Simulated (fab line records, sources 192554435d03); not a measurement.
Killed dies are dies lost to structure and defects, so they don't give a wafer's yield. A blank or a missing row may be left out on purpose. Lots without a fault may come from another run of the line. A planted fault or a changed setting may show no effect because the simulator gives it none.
fab line records | flow n5_finfet
record lots=9 wafers=27 last_day=19
route steps=1938 shown MOL_CONTACT_COAG@589 BEOL_M4@1111 PASSIVATION@1936
lots that met no fault: from a run of the same line without faults
start_h: hours from the record's first day to the start of the lot's first wafer shown | wait_h: hours since the lot's step before | " the same as in the row above | L1.1+2: a row that stands for several wafers | - no value, or no start given | * or withheld: withheld | < > ~ a bound
route shown NAME@n: a module of which the file shows steps, and the number in the route of the first | usual: mean/standard deviation of fault-free wafers | same: alike in all rows | chamber/n: place in a boat | sites: the reading at each site | _std_site: their standard deviation | _edge_site: outer sites' mean less inner sites' | radius_mm: how far each site lies from the wafer's centre | mask NAME#n: copy n | behind: the tool/chamber that last shaped the wafer | hold: why the lot was held/for how many hours/how that ended | device: the transistor (n, p or np) that didn't switch | end of line: the same wafers' tests at the end of the route | a step without rows: its recipe alone | killed: dies lost to structure and defects at the first sort, not the wafer's yield | map: a wafer's dies, x killed, . not, _ none there
set.NAME: the setting as run; set.NAME@STEP: as run at that earlier step | model.NAME: the simulator's own value behind a step, which no gauge read
steps of the route over a sample of lots; a table a step, a row a wafer
services: from which hour (start_h, from the record's first day; less than 0 if before it) a tool's chamber was out of use, for how many hours, and why
## steps
# step N5_MOL_CONTACT_COAG_STRIP_119
# recipe chemistry=N2/H2 time_s=30 power_w=1000 temp_c=250 pressure_mtorr=withheld n2_flow_sccm=1750 h2_flow_sccm=3250
# usual drypump_motor_current_A=5.6/0.53 h2_flow_sccm=3248/10 heater_power_w=333/28
# same time_s=30
# columns lot.wafer tool chamber start_h wait_h drypump_motor_current_A h2_flow_sccm heater_power_w rf_hours_counter_h
L530.2 plasma_asher-01 0 104.63 0.1 5.6 3234 358 92
L530.4 " 1 " " 4.8 3262 289 -
L530.6 " 1 " " 4.8 3240 285 -
L531.1 plasma_asher-01 0 109.85 0.1 5.6 3250 366 93
L531.2 " 1 " " 4.8 3239 282 93
L531.5 " 1 " " 4.8 3242 294 -
L532.2 plasma_asher-02 1 118.15 0.1 5.9 3231 335 46
L532.4 " 0 " " 6.1 3254 342 -
L532.6 " 0 " " 6.1 3262 346 -
L540.1 plasma_asher-01 0 170.31 0.1 5.6 3252 363 104
L540.4 " 0 " " 5.6 3244 358 -
L540.5 " 0 " " 5.6 3242 366 -
L542.1 plasma_asher-02 1 177.64 0.1 6.0 3252 339 59
L542.2 " 0 " " 6.1 3244 340 59
L542.5 " 1 " " 5.9 3261 340 -
L545.1 plasma_asher-01 1 196.94 0.1 4.7 3245 290 109
L545.3 " 1 " " 4.7 3235 289 -
L545.6 " 0 " " 5.6 3259 369 -
L548.2 plasma_asher-01 0 214.01 0.1 5.7 3253 366 113
L548.4 " 0 " " 5.6 3245 369 -
L548.6 " 0 " " 5.6 3245 362 -
L549.2 plasma_asher-02 0 217.80 0.1 6.1 3245 344 66
L549.5 " 1 " " 5.9 3255 329 -
L549.6 " 0 " " 6.1 3248 350 -
L551.1 plasma_asher-01 0 235.18 0.1 5.6 3237 371 119
L551.3 " 0 " " 5.6 3239 352 -
L551.4 " 1 " " 4.7 3238 289 -
# step N5_MOL_CONTACT_COAG_CD_MEAS_40
# recipe target_cd_nm=25.1 landing_energy_ev=500 detector=se_inlens polarity=opening
# usual cd_nm=25.08/0.24
# columns lot.wafer tool chamber start_h wait_h cd_nm
L530.2 cd_sem-03 0 105.23 - 25.22
L530.4 " 0 " " 24.89
L530.6 " 0 " " 25.13
L531.1 cd_sem-03 0 110.44 - 25.26
L531.2 " 0 " " 25.24
L531.5 " 0 " " 25.26
L532.2 cd_sem-03 0 118.78 - 25.53
L532.4 " 0 " " 24.88
L532.6 " 0 " " 25.09
L540.1 cd_sem-02 0 170.84 - 25.23
L540.4 " 0 " " 25.14
L540.5 " 0 " " 24.67
L542.1 cd_sem-02 0 178.11 - 25.18
L542.2 " 0 " " 24.85
L542.5 " 0 " " 25.21
L545.1 cd_sem-02 0 197.53 - 25.40
L545.3 " 0 " " 25.67
L545.6 " 0 " " 25.06
L548.2 cd_sem-01 0 214.48 - 25.28
L548.4 " 0 " " 25.03
L548.6 " 0 " " 25.19
L549.2 cd_sem-01 0 218.39 - 25.06
L549.5 " 0 " " 24.95
L549.6 " 0 " " 25.21
L551.1 cd_sem-03 0 235.77 - 25.00
L551.3 " 0 " " 24.70
L551.4 " 0 " " 25.33
# step N5_MOL_CONTACT_COAG_ETCHBACK_136
# recipe chemistry=CHF3 target=SiO2 target_depth_a=250 time_s=16.7 ion_energy_ev=200 pressure_mtorr=30 source_w=610 bias_w=170 Ar_flow_sccm=200 CHF3_flow_sccm=50
# usual drypump_motor_current_A=6.0/0.54 oes_f_703_au=0.80/0.08 oes_product_au=0.79/0.085 rf_vpp_V=526/5.4 showerhead_plenum_p_Torr=2.43/0.07 throttle_valve_pct=18.67/0.2
# same time_s=16.7
# columns lot.wafer tool chamber start_h wait_h drypump_motor_current_A oes_f_703_au oes_product_au rf_hours_counter_h rf_vpp_V showerhead_plenum_p_Torr throttle_valve_pct
L530.2 rie_diel-03 0 105.82 0.0 6.4 0.70 0.69 239 532 2.44 18.77
L530.4 " 3 " " 6.1 0.81 0.78 126 516 2.39 18.72
L530.6 " 1 " " 6.7 0.77 0.76 - 528 2.48 18.37
L531.1 rie_diel-02 0 111.00 0.0 6.2 0.74 0.74 158 538 2.48 18.73
L531.2 " 2 " " 6.1 0.68 0.71 226 523 2.26 19.08
L531.5 " 3 " " 5.8 0.85 0.85 - 533 2.51 18.85
L532.2 rie_diel-03 3 119.60 0.0 6.1 0.80 0.78 131 515 2.38 18.74
L532.4 " 0 " " 6.4 0.70 0.70 244 533 2.44 18.76
L532.6 " 3 " " 6.1 0.80 0.78 - 518 2.38 18.72
L540.1 rie_diel-03 1 171.49 0.0 6.7 0.76 0.73 174 527 2.46 18.41
L540.4 " 3 " " 6.1 0.78 0.76 153 517 2.38 18.75
L540.5 " 1 " " 6.7 0.75 0.74 - 528 2.46 18.42
L542.1 rie_diel-05 1 179.62 0.0 4.9 0.87 0.88 48 519 2.33 18.52
L542.2 " 0 " " 5.7 0.76 0.75 130 529 2.48 18.84
L542.5 " 0 " " 5.7 0.76 0.75 - 529 2.48 18.85
L545.1 rie_diel-05 3 198.09 0.0 6.4 0.72 0.72 194 530 2.46 18.94
L545.3 " 0 " " 5.7 0.76 0.74 136 528 2.48 18.84
L545.6 " 3 " " 6.3 0.72 0.73 - 530 2.46 18.95
L548.2 rie_diel-02 0 215.70 0.0 6.2 0.71 0.72 194 537 2.47 18.79
L548.4 " 2 " " 6.0 0.93 0.96 3 531 2.54 18.68
L548.6 " 0 " " 6.2 0.70 0.71 - 537 2.47 18.80
L549.2 rie_diel-05 3 219.06 0.0 6.4 0.72 0.71 203 528 2.46 18.96
L549.5 " 1 " " 4.9 0.84 0.86 - 520 2.32 18.54
L549.6 " 2 " " 6.0 0.70 0.69 - 526 2.44 18.54
L551.1 rie_diel-05 0 236.42 0.0 5.7 0.74 0.73 148 529 2.48 18.88
L551.3 " 2 " " 5.9 0.69 0.68 249 527 2.43 18.56
L551.4 " 3 " " 6.4 0.72 0.70 210 529 2.46 18.96
# step N5_MOL_CONTACT_COAG_ETCH_124
# recipe chemistry=CH3F/O2 target=SiNx target_depth_a=65 mask_material=SOC stop_on=SiOC over_etch_frac=0.3 ion_energy_ev=120 pressure_mtorr=30 source_w=395 bias_w=73 Ar_flow_sccm=150 CH3F_flow_sccm=30 O2_flow_sccm=20 ends=end_point
# usual drypump_motor_current_A=6.0/0.54 oes_f_703_au=0.80/0.079 oes_product_au=0.68/0.071 rf_fwd_power_W=390.0/1.8 rf_vpp_V=298.8/3 showerhead_plenum_p_Torr=2.05/0.06 throttle_valve_pct=16.27/0.19
# same over_etch_frac=0.3
# columns lot.wafer tool chamber start_h wait_h drypump_motor_current_A oes_f_703_au oes_product_au rf_fwd_power_W rf_hours_counter_h rf_vpp_V showerhead_plenum_p_Torr throttle_valve_pct
L530.2 rie_diel-03 0 105.89 0.0 6.4 0.70 0.60 390.5 239 302.6 2.05 16.40
L530.4 " 3 " " 6.1 0.80 0.67 389.3 126 294.2 2.01 16.30
L530.6 " 1 " " 6.7 0.78 0.66 392.1 - 299.9 2.08 16.00
L531.1 rie_diel-02 2 111.07 0.0 6.0 0.69 0.61 387.7 226 295.9 1.90 16.68
L531.2 " 3 " " 5.8 0.84 0.73 387.5 73 301.4 2.11 16.40
L531.5 " 2 " " 6.0 0.70 0.61 386.4 - 297.2 1.90 16.67
L532.2 rie_diel-03 3 119.66 0.0 6.2 0.80 0.67 391.3 131 294.2 2.00 16.33
L532.4 " 0 " " 6.4 0.69 0.60 391.3 244 302.0 2.05 16.40
L532.6 " 3 " " 6.2 0.80 0.67 390.8 - 292.9 2.00 16.33
L540.1 rie_diel-03 1 171.55 0.0 6.7 0.99 0.64 487.5 174 272.0 2.07 16.05
L540.4 " 3 " " 6.1 0.78 0.65 390.9 153 293.5 2.00 16.38
L540.5 " 1 " " 6.7 0.99 0.64 488.4 - 271.4 2.07 16.04
L542.1 rie_diel-05 1 179.68 0.0 4.9 0.86 0.75 389.7 48 295.2 1.96 16.12
L542.2 " 0 " " 5.7 0.76 0.64 392.5 130 298.7 2.09 16.44
L542.5 " 0 " " 5.6 0.76 0.64 391.8 - 300.8 2.09 16.43
L545.1 rie_diel-05 3 198.16 0.0 6.4 0.72 0.61 392.0 194 299.6 2.07 16.53
L545.3 " 0 " " 5.7 0.76 0.64 391.5 136 298.6 2.09 16.44
L545.6 " 3 " " 6.4 0.73 0.62 390.9 - 298.1 2.07 16.54
L548.2 rie_diel-02 0 215.76 0.0 6.2 0.71 0.61 391.1 194 304.7 2.08 16.42
L548.4 " 2 " " 6.0 0.92 0.82 386.1 3 300.3 2.14 16.24
L548.6 " 0 " " 6.2 0.71 0.61 390.8 - 304.6 2.08 16.40
L549.2 rie_diel-05 3 219.12 0.0 6.4 0.72 0.61 390.5 203 298.9 2.06 16.55
L549.5 " 1 " " 4.9 0.84 0.73 390.3 - 295.0 1.95 16.14
L549.6 " 2 " " 5.9 0.69 0.59 389.6 - 298.1 2.05 16.22
L551.1 rie_diel-05 0 236.48 0.0 5.7 0.74 0.62 390.5 148 300.9 2.09 16.47
L551.3 " 2 " " 5.9 0.69 0.59 389.7 249 300.6 2.05 16.21
L551.4 " 3 " " 6.4 0.72 0.60 394.8 210 299.9 2.06 16.58
# step N5_BEOL_M4_RC_MEAS_101
# usual DIBL_N=36.4/1.4 DIBL_P=36.4/1.5 IOFF_N=0.156/0.022 IOFF_P=0.210/0.023 ION_N=675/9.1 ION_P=463/5.7 SS_N=71.6/0.45 SS_P=73.3/0.56 VT_N=250/3.1 VT_P=-250.3/2.3
# columns lot.wafer tool chamber start_h wait_h DIBL_N[mV/V] DIBL_P[mV/V] IOFF_N[nA/um] IOFF_P[nA/um] ION_N[uA/um] ION_P[uA/um] SS_N[mV/dec] SS_P[mV/dec] VT_N[mV] VT_P[mV]
L530.2 prober-01 0 202.31 0.2 36.4 38.4 0.172 0.220 680 464 71.4 73.1 248 -247.6
L530.4 " 0 " " 34.4 36.0 0.147 0.183 676 466 71.8 73.3 251 -254.1
L530.6 " 0 " " 35.7 37.3 0.159 0.201 680 463 71.4 73.2 252 -251.3
L532.2 prober-01 0 204.34 0.2 36.2 35.6 0.170 0.205 681 461 72.0 73.3 244 -249.8
L532.4 " 0 " " 36.3 34.6 0.162 0.180 673 455 71.7 73.7 249 -252.2
L532.6 " 0 " " 35.1 34.0 0.144 0.169 677 454 71.5 73.6 250 -253.3
L531.1 prober-02 0 222.00 0.0 34.5 34.8 0.139 0.180 663 453 71.0 72.3 252 -248.9
L531.2 " 0 " " 35.7 36.9 0.163 0.217 672 459 71.0 73.5 248 -248.0
L531.5 " 0 " " 35.5 37.1 0.166 0.213 678 462 71.6 73.3 248 -248.4
L540.1 prober-02 0 264.69 0.0 34.5 34.7 0.114 0.184 654 456 71.6 72.0 259 -250.2
L540.4 " 0 " " 36.2 36.8 0.140 0.209 658 456 72.5 73.3 254 -248.9
L540.5 " 0 " " 36.8 37.5 0.153 0.223 669 466 72.0 72.7 254 -249.1
L542.1 prober-01 0 275.01 0.0 39.9 36.8 0.185 0.245 683 464 70.8 73.8 248 -249.2
L542.2 " 0 " " 36.8 32.7 0.114 0.179 657 461 70.9 72.2 254 -251.9
L542.5 " 0 " " 38.7 35.2 0.155 0.214 676 465 71.2 73.6 250 -249.4
L545.1 prober-01 0 289.62 0.0 37.7 38.4 0.171 0.213 681 467 71.7 73.4 250 -251.3
L545.3 " 0 " " 37.9 38.2 0.176 0.225 681 465 72.3 73.7 249 -249.6
L545.6 " 0 " " 38.8 40.0 0.190 0.240 691 463 71.6 73.7 249 -248.2
L548.2 prober-02 0 311.12 0.2 34.7 36.0 0.134 0.192 678 465 71.1 72.3 252 -251.0
L548.4 " 0 " " 34.6 35.4 0.130 0.187 661 459 71.7 72.1 251 -251.1
L548.6 " 0 " " 33.9 34.7 0.116 0.168 665 456 71.0 72.4 254 -252.2
L549.2 prober-02 0 315.48 0.2 35.8 35.7 0.152 0.211 673 468 71.3 73.6 252 -248.7
L549.5 " 0 " " 34.8 34.3 0.131 0.188 672 465 71.2 73.3 251 -250.2
L549.6 " 0 " " 35.5 35.9 0.142 0.224 673 467 71.6 73.2 252 -248.7
L551.1 prober-02 0 327.70 0.0 37.2 38.6 0.187 0.259 685 477 72.3 73.5 246 -249.3
L551.3 " 0 " " 36.8 37.0 0.166 0.228 671 465 72.1 74.1 248 -249.0
L551.4 " 0 " " 35.9 35.9 0.152 0.212 675 467 71.6 73.8 249 -250.1
# step N5_PASSIVATION_PROBE_49
# usual defect_limited_yield=91.5/1.3 killed_at_M0_to_M3=33/10 killed_at_M4_up=13/4 killed_at_contacts=12/6.3 killed_at_front_end=39/11 killed_at_other=3.4/2.6 killed_dies=100/15 killed_on_rim=13/4 killed_open=65/11 killed_short=34/7.8 sort_bin_5_function=5.0/0.89 sort_bin_6_memory=3.2/0.58 sort_n_pass=1080/15 sort_yield_pct=91.5/1.3
# same gross_dies=1180 killed_at_back_side=0 sort_bin_4_leakage[%]=0 sort_bin_8_speed[%]=0
# columns lot.wafer tool chamber start_h wait_h defect_limited_yield[%] killed_at_M0_to_M3 killed_at_M4_up killed_at_contacts killed_at_front_end killed_at_other killed_dies killed_on_rim killed_open killed_short sort_bin_5_function[%] sort_bin_6_memory[%] sort_n_pass sort_yield_pct[%]
L530.2 prober-01 - 308.50 0.1 92.7 38 14 4 29 1 86 15 58 27 4.6 2.5 1094 92.7
L530.4 prober-01 - 308.60 0.2 91.4 30 15 14 40 3 102 16 58 38 5.1 2.9 1078 91.4
L530.6 prober-01 - 308.70 0.3 92.2 33 13 4 39 3 92 8 50 41 4.0 3.6 1088 92.2
L532.2 prober-01 - 312.88 0.1 91.6 39 12 11 37 0 99 14 67 30 4.7 3.5 1081 91.6
L532.4 prober-01 - 312.98 0.2 92.3 39 15 3 30 4 91 16 63 27 4.3 3.0 1089 92.3
L532.6 prober-01 - 313.08 0.3 94.2 11 14 9 31 3 68 6 48 18 2.8 2.6 1112 94.2
L540.1 prober-02 - 382.04 0.0 91.7 27 11 21 33 6 98 9 68 30 4.7 3.1 1082 91.7
L540.4 prober-02 - 382.19 0.2 91.4 46 11 10 34 1 102 13 64 37 5.6 2.8 1078 91.4
L540.5 prober-02 - 382.24 0.2 90.2 50 12 11 36 7 116 15 80 35 5.8 3.6 1064 90.2
L542.1 prober-01 - 389.14 0.0 91.5 35 10 11 36 8 100 10 73 26 4.8 3.5 1080 91.5
L542.2 prober-01 - 389.19 0.1 91.5 23 18 8 44 7 100 13 63 37 5.1 3.1 1080 91.5
L549.2 prober-01 - 418.81 0.1 89.7 57 18 10 32 5 122 13 81 40 6.8 3.2 1058 89.7
L549.5 prober-01 - 418.96 0.2 90.3 34 21 14 36 10 115 10 71 43 5.7 3.4 1065 90.3
L549.6 prober-01 - 419.01 0.3 91.4 31 14 17 36 3 101 12 67 31 4.4 3.8 1079 91.4
# killed by level:class
L530.2 BEOL_M2:geometric_particle:open=11 FIN_SAQP:geometric_particle:open=8 BEOL_M0_SAQP:geometric_particle:short=6 BEOL_M1:geometric_particle:open=6 BEOL_M0_SAQP:geometric_particle:open=5 BEOL_M3:geometric_particle:open=5 ILD0:geometric_particle:short=4 ILD0:geometric_particle:open=4
L530.4 MOL_CONTACT_COAG:geometric_particle:open=13 BEOL_M0_SAQP:geometric_particle:open=9 BEOL_M0_SAQP:geometric_particle:short=8 FIN_SAQP:geometric_particle:short=6 FIN_SAQP:geometric_particle:open=6 BEOL_M1:geometric_particle:open=6 STI_FIN_REVEAL:geometric_particle:open=4 GATE_CUT:geometric_particle:open=4
L530.6 STI_FIN_REVEAL:geometric_particle:open=10 BEOL_M0_SAQP:geometric_particle:short=7 BEOL_M0_SAQP:geometric_particle:open=7 ILD0:geometric_particle:short=6 BEOL_M4:geometric_particle:short=6 FIN_SAQP:geometric_particle:open=5 GATE_CUT:geometric_particle:short=5 BEOL_M2:geometric_particle:open=5
L532.2 BEOL_M0_SAQP:geometric_particle:open=12 MOL_CONTACT_COAG:geometric_particle:open=11 BEOL_M0_SAQP:geometric_particle:short=9 STI_FIN_REVEAL:geometric_particle:open=8 BEOL_M4:geometric_particle:open=8 BEOL_M2:geometric_particle:open=7 FIN_SAQP:geometric_particle:open=6 BEOL_M1:geometric_particle:open=6
L532.4 BEOL_M1:geometric_particle:open=10 BEOL_M4:geometric_particle:open=8 FIN_SAQP:geometric_particle:open=7 BEOL_M0_SAQP:geometric_particle:open=7 STI_FIN_REVEAL:geometric_particle:open=6 GATE_CUT:geometric_particle:open=6 BEOL_M0_SAQP:geometric_particle:short=6 BEOL_M2:geometric_particle:open=4
L532.6 MOL_CONTACT_COAG:geometric_particle:open=8 STI_FIN_REVEAL:geometric_particle:open=7 BEOL_M4:geometric_particle:open=5 DUMMY_GATE:geometric_particle:open=4 STARTING-WAFER:geometric_particle:short=4 GATE_CUT:geometric_particle:open=3 BEOL_M0_SAQP:geometric_particle:short=3 FIN_SAQP:geometric_particle:open=2
L540.1 MOL_CONTACT_COAG:geometric_particle:open=15 BEOL_M3:geometric_particle:open=10 BEOL_M4:geometric_particle:open=6 MOL_CONTACT_COAG:geometric_particle:short=6 BEOL_M0_SAQP:geometric_particle:short=6 FIN_SAQP:geometric_particle:open=5 STI_FIN_REVEAL:geometric_particle:open=4 DUMMY_GATE:geometric_particle:open=4
L540.4 STI_FIN_REVEAL:geometric_particle:open=12 BEOL_M1:geometric_particle:open=11 MOL_CONTACT_COAG:geometric_particle:open=9 BEOL_M0_SAQP:geometric_particle:short=7 FIN_SAQP:geometric_particle:short=6 BEOL_M1:geometric_particle:short=6 BEOL_M0:geometric_particle:open=5 BEOL_M3:geometric_particle:open=5
L540.5 BEOL_M0_SAQP:geometric_particle:open=13 BEOL_M0_SAQP:geometric_particle:short=12 BEOL_M1:geometric_particle:open=11 FIN_SAQP:geometric_particle:open=10 MOL_CONTACT_COAG:geometric_particle:open=10 FIN_SAQP:geometric_particle:short=8 BEOL_M2:geometric_particle:open=5 BEOL_M4:geometric_particle:open=4
L542.1 STI_FIN_REVEAL:geometric_particle:open=13 MOL_CONTACT_COAG:geometric_particle:open=9 BEOL_M3:geometric_particle:open=7 BEOL_M0_SAQP:geometric_particle:open=6 FIN_SAQP:geometric_particle:short=5 BEOL_M0:geometric_particle:open=5 BEOL_M1:geometric_particle:open=5 BEOL_M2:geometric_particle:open=5
L542.2 FIN_SAQP:geometric_particle:short=10 STI_FIN_REVEAL:geometric_particle:open=10 FIN_SAQP:geometric_particle:open=8 MOL_CONTACT_COAG:geometric_particle:open=7 BEOL_M0_SAQP:geometric_particle:short=5 GATE_CUT:geometric_particle:short=4 BEOL_M1:geometric_particle:open=4 BEOL_M3:geometric_particle:open=4
L549.2 BEOL_M0_SAQP:geometric_particle:short=19 BEOL_M0_SAQP:geometric_particle:open=12 MOL_CONTACT_COAG:geometric_particle:open=10 BEOL_M2:geometric_particle:open=7 BEOL_M4:geometric_particle:open=7 BEOL_M0:geometric_particle:open=6 BEOL_M1:geometric_particle:open=6 DUMMY_GATE:geometric_particle:open=5
L549.5 BEOL_M4:geometric_particle:open=11 MOL_CONTACT_COAG:geometric_particle:open=8 BEOL_M0_SAQP:geometric_particle:short=8 FIN_SAQP:geometric_particle:open=7 DUMMY_GATE:geometric_particle:open=7 MOL_CONTACT_COAG:geometric_particle:short=5 BEOL_M1:geometric_particle:open=5 BEOL_M3:geometric_particle:open=5
L549.6 MOL_CONTACT_COAG:geometric_particle:open=14 FIN_SAQP:geometric_particle:open=9 BEOL_M0_SAQP:geometric_particle:short=8 BEOL_M4:geometric_particle:open=8 BEOL_M0_SAQP:geometric_particle:open=7 BEOL_M2:geometric_particle:open=6 DUMMY_GATE:geometric_particle:open=5 ILD0:geometric_particle:short=4
## services
# columns tool chamber start_h hours kind
rie_diel-03 2 82.90 - clean
rie_diel-03 2 82.90 - consumable_replace:focus_ring
rie_diel-03 2 82.90 - consumable_replace:showerhead
rie_diel-03 2 82.90 22.0 scheduled_down
rie_diel-03 2 82.90 22.0 vent_cycle
rie_diel-03 - 99.11 2.8 pm
rie_diel-02 3 127.94 2.0 repair
rie_diel-03 0 136.43 - clean
rie_diel-03 0 136.43 - consumable_replace:focus_ring
rie_diel-03 0 136.43 34.1 scheduled_down
rie_diel-03 0 136.43 34.1 vent_cycle
plasma_asher-01 - 141.64 8.8 repair
rie_diel-02 2 187.65 - clean
rie_diel-02 2 187.65 - consumable_replace:focus_ring
rie_diel-02 2 187.65 - consumable_replace:showerhead
rie_diel-02 2 187.65 18.9 scheduled_down
rie_diel-02 2 187.65 18.9 vent_cycle
rie_diel-05 3 191.40 1.4 repair
rie_diel-03 1 222.81 2.7 repair
plasma_asher-02 - 223.58 49.1 repair
rie_diel-02 0 236.29 1.6 repair
## key
first_sign step=N5_MOL_CONTACT_COAG_ETCH_124 reading=rf_fwd_power_W direction=up sigmas=54 usual=* struck=*
effect step=N5_MOL_CONTACT_COAG_ETCH_124 reading=rf_vpp_V direction=down sigmas=9.1 usual=298.8 struck=271.7
met_at N5_MOL_CONTACT_COAG_ETCH_124
struck_lots L540
struck_wafers L540.1,L540.5
not_acting_at N5_MOL_CONTACT_COAG_STRIP_119,N5_MOL_CONTACT_COAG_CD_MEAS_40,N5_MOL_CONTACT_COAG_ETCHBACK_136
onset_between 105.89 171.55
fault kind=process_parameter_drift tool=rie_diel-03 chamber=1 onset_h=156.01 steps=N5_MOL_CONTACT_COAG_ETCH_124 channel=source_w offset=94.8 shape=step end_h=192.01 acts_in=these_recipes_only stated=395
